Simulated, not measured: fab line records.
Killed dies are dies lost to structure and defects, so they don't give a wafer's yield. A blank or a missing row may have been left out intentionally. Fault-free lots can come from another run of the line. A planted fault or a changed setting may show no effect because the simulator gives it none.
Split-lot experiment :: flow n5-finfet :: on a route of 1938 steps: 7 lots, 21 wafers read

## THE SPLIT
At N5_PASSIVATION_SPUTTER_20 (material TaN, target thk 50 nm), the setting target-thk-a was moved away from the recipe's 500 angstrom on 10 of the 21 wafers read, by -13.2% to +7.9%. The other wafers ran this setting at the recipe's value.

The split's own step is where the reading is taken.

## THE READING
TaN_of_PASSIVATION_SPUTTER_20.thk-nm (the simulator's own value, which no gauge read), in nm, at N5_PASSIVATION_SPUTTER_20 (material TaN, target thk 50 nm). There is no usual value for it anywhere in the file. Across the 11 wafers here that went through the recipe, the average is 50.0 nm and the standard deviation 0.99 nm.

wafer: L076.1
tool, chamber at the split: pvd-sputter-02, -
target-thk-a as run, angstrom: 500
against the recipe: recipe
TaN_of_PASSIVATION_SPUTTER_20.thk-nm, nm: 50.8
against lot-mates on the recipe: -

wafer: L076.2
tool, chamber at the split: pvd-sputter-02, -
target-thk-a as run, angstrom: 537.3
against the recipe: +7.5%
TaN_of_PASSIVATION_SPUTTER_20.thk-nm, nm: 54
against lot-mates on the recipe: +3.2

wafer: L076.5
tool, chamber at the split: pvd-sputter-02, -
target-thk-a as run, angstrom: 537.3
against the recipe: +7.5%
TaN_of_PASSIVATION_SPUTTER_20.thk-nm, nm: 53.8
against lot-mates on the recipe: +3.0

wafer: L075.1
tool, chamber at the split: pvd-sputter-01, -
target-thk-a as run, angstrom: 500
against the recipe: recipe
TaN_of_PASSIVATION_SPUTTER_20.thk-nm, nm: 50.2
against lot-mates on the recipe: -

wafer: L075.4
tool, chamber at the split: pvd-sputter-01, -
target-thk-a as run, angstrom: 463.4
against the recipe: -7.3%
TaN_of_PASSIVATION_SPUTTER_20.thk-nm, nm: 46.6
against lot-mates on the recipe: -4.1

wafer: L075.5
tool, chamber at the split: pvd-sputter-01, -
target-thk-a as run, angstrom: 500
against the recipe: recipe
TaN_of_PASSIVATION_SPUTTER_20.thk-nm, nm: 51.2
against lot-mates on the recipe: -

wafer: L081.1
tool, chamber at the split: pvd-sputter-03, -
target-thk-a as run, angstrom: 433.9
against the recipe: -13.2%
TaN_of_PASSIVATION_SPUTTER_20.thk-nm, nm: 42.8
against lot-mates on the recipe: -5.4

wafer: L081.2
tool, chamber at the split: pvd-sputter-03, -
target-thk-a as run, angstrom: 500
against the recipe: recipe
TaN_of_PASSIVATION_SPUTTER_20.thk-nm, nm: 48.2
against lot-mates on the recipe: -

wafer: L081.4
tool, chamber at the split: pvd-sputter-03, -
target-thk-a as run, angstrom: 433.9
against the recipe: -13.2%
TaN_of_PASSIVATION_SPUTTER_20.thk-nm, nm: 42
against lot-mates on the recipe: -6.2

wafer: L086.2
tool, chamber at the split: pvd-sputter-01, -
target-thk-a as run, angstrom: 500
against the recipe: recipe
TaN_of_PASSIVATION_SPUTTER_20.thk-nm, nm: 50.8
against lot-mates on the recipe: -

wafer: L086.3
tool, chamber at the split: pvd-sputter-01, -
target-thk-a as run, angstrom: 466.4
against the recipe: -6.7%
TaN_of_PASSIVATION_SPUTTER_20.thk-nm, nm: 46.8
against lot-mates on the recipe: -3.7

wafer: L086.4
tool, chamber at the split: pvd-sputter-01, -
target-thk-a as run, angstrom: 500
against the recipe: recipe
TaN_of_PASSIVATION_SPUTTER_20.thk-nm, nm: 50.2
against lot-mates on the recipe: -

wafer: L085.1
tool, chamber at the split: pvd-sputter-02, -
target-thk-a as run, angstrom: 518
against the recipe: +3.6%
TaN_of_PASSIVATION_SPUTTER_20.thk-nm, nm: 51
against lot-mates on the recipe: +1.6

wafer: L085.4
tool, chamber at the split: pvd-sputter-02, -
target-thk-a as run, angstrom: 518
against the recipe: +3.6%
TaN_of_PASSIVATION_SPUTTER_20.thk-nm, nm: 52
against lot-mates on the recipe: +2.6

wafer: L085.5
tool, chamber at the split: pvd-sputter-02, -
target-thk-a as run, angstrom: 500
against the recipe: recipe
TaN_of_PASSIVATION_SPUTTER_20.thk-nm, nm: 49.4
against lot-mates on the recipe: -

wafer: L088.2
tool, chamber at the split: pvd-sputter-03, -
target-thk-a as run, angstrom: 500
against the recipe: recipe
TaN_of_PASSIVATION_SPUTTER_20.thk-nm, nm: 50.6
against lot-mates on the recipe: -

wafer: L088.4
tool, chamber at the split: pvd-sputter-03, -
target-thk-a as run, angstrom: 500
against the recipe: recipe
TaN_of_PASSIVATION_SPUTTER_20.thk-nm, nm: 49
against lot-mates on the recipe: -

wafer: L088.5
tool, chamber at the split: pvd-sputter-03, -
target-thk-a as run, angstrom: 500
against the recipe: recipe
TaN_of_PASSIVATION_SPUTTER_20.thk-nm, nm: 48.6
against lot-mates on the recipe: -

wafer: L095.4
tool, chamber at the split: pvd-sputter-02, -
target-thk-a as run, angstrom: 500
against the recipe: recipe
TaN_of_PASSIVATION_SPUTTER_20.thk-nm, nm: 51
against lot-mates on the recipe: -

wafer: L095.5
tool, chamber at the split: pvd-sputter-02, -
target-thk-a as run, angstrom: 539.6
against the recipe: +7.9%
TaN_of_PASSIVATION_SPUTTER_20.thk-nm, nm: 54
against lot-mates on the recipe: +3.0

wafer: L095.6
tool, chamber at the split: pvd-sputter-02, -
target-thk-a as run, angstrom: 539.6
against the recipe: +7.9%
TaN_of_PASSIVATION_SPUTTER_20.thk-nm, nm: 54.8
against lot-mates on the recipe: +3.8

FIT RESULTS
A straight line over all 21 wafers: TaN_of_PASSIVATION_SPUTTER_20.thk-nm changes by +0.543 nm for each +1% of target-thk-a; r = +0.97; the points scatter about the line by 0.83 nm.
The same after taking each lot's own level away (the mean of its wafers on the recipe; 21 wafers): +0.455 nm for each +1%; r = +0.98; scatter 0.55 nm.
That fit puts the effect of the largest move of target-thk-a on the reading at 6 nm.
The lots' own levels span 48.20 to 51.00 nm, that is 2.8 times the standard deviation above.
So the slope is not independent of the lot-to-lot level: the two fits are not the same.
Check: with one of the wafers moved furthest among these (-13.2%) left out of the fit, the line predicts -6.33 nm for it against its lot-mates. Against them it came out at -5.4 nm.

## THESE WAFERS: OTHER SPLITS
Before the reading, these wafers also passed through other splits. Each is held against what the fit with the lots' levels taken away leaves over:
other split on the same wafers: N5_BEOL_M11_TRENCH_ETCH_37 time-s
wafers away from the commonest value: 5
r with TaN_of_PASSIVATION_SPUTTER_20.thk-nm (lot level and that fit taken away): -0.13

other split on the same wafers: N5_BEOL_M11_ALD_74 ald-cycles
wafers away from the commonest value: 10
r with TaN_of_PASSIVATION_SPUTTER_20.thk-nm (lot level and that fit taken away): +0.21

other split on the same wafers: N5_BEOL_M13_EXPOSE_07 dose-mj
wafers away from the commonest value: 6
r with TaN_of_PASSIVATION_SPUTTER_20.thk-nm (lot level and that fit taken away): +0.05

other split on the same wafers: N5_BEOL_M14_PEB_08 peb-temp-c
wafers away from the commonest value: 6
r with TaN_of_PASSIVATION_SPUTTER_20.thk-nm (lot level and that fit taken away): -0.10

other split on the same wafers: N5_BEOL_M15_COAT_22 spin-rpm
wafers away from the commonest value: 5
r with TaN_of_PASSIVATION_SPUTTER_20.thk-nm (lot level and that fit taken away): +0.13

## FILE'S OWN FIT
TaN_of_PASSIVATION_SPUTTER_20.thk-nm changes by +0.467 nm for each +1% of target-thk-a, r = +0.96.
